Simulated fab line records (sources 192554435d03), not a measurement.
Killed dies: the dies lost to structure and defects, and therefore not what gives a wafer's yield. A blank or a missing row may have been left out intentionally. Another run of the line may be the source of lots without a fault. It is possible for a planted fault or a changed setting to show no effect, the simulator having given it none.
Matching of chambers ; flow n5_finfet ; N5_BEOL_M13_TRENCH_ETCH_34 on rie_diel-01: 4 sister chambers
The step etches SiOC in C4F8/O2/Ar, target depth 413.47 nm, time 162.6 s. 8 wafers are shown with their chamber, then 9 later ones without.

WAFERS WITH THEIR CHAMBER
wafer;chamber;showerhead_plenum_p_Torr (Torr);drypump_motor_current_A (A)
L081.6;2;3.31;5.2
L086.3;3;3.42;6.0
L086.6;2;3.31;5.2
L090.4;0;3.49;6.1
L090.5;1;3.31;6.4
L089.1;1;3.31;6.3
L089.2;0;3.49;6.1
L089.6;3;3.41;6.0

WAFERS WHOSE CHAMBER IS MISSING
wafer;showerhead_plenum_p_Torr (Torr);drypump_motor_current_A (A)
L092.1;3.31;6.3
L092.2;3.48;6.1
L092.5;3.30;5.2
L093.1;3.30;5.2
L093.2;3.48;6.1
L093.5;3.31;6.3
L096.2;3.31;6.3
L096.5;3.41;6.0
L096.6;3.48;6.1

THE CHAMBER EACH PASSED THROUGH
wafer;from the rows above;in truth
L092.1;1;1
L092.2;0;0
L092.5;2;2
L093.1;2;2
L093.2;0;0
L093.5;1;1
L096.2;1;1
L096.5;3;3
L096.6;0;0
Placed correctly: 9 of 9. Left unplaced by these rows: 0. Wrongly placed: 0.
How it was worked out, from the rows above alone: a wafer's distance from a chamber is the root of the sum, over the readings, of the square of ((its reading less the chamber's mean) divided by the reading's scatter). If the next closest chamber is less than 2 further off than the closest, the wafer can't be placed; otherwise it belongs to the closest. A chamber's mean is the mean of its shown wafers. How the scatter is found: for the shown wafers, subtract from each reading the mean of its chamber, square and add these, divide the total by (wafers less chambers), then take the root.
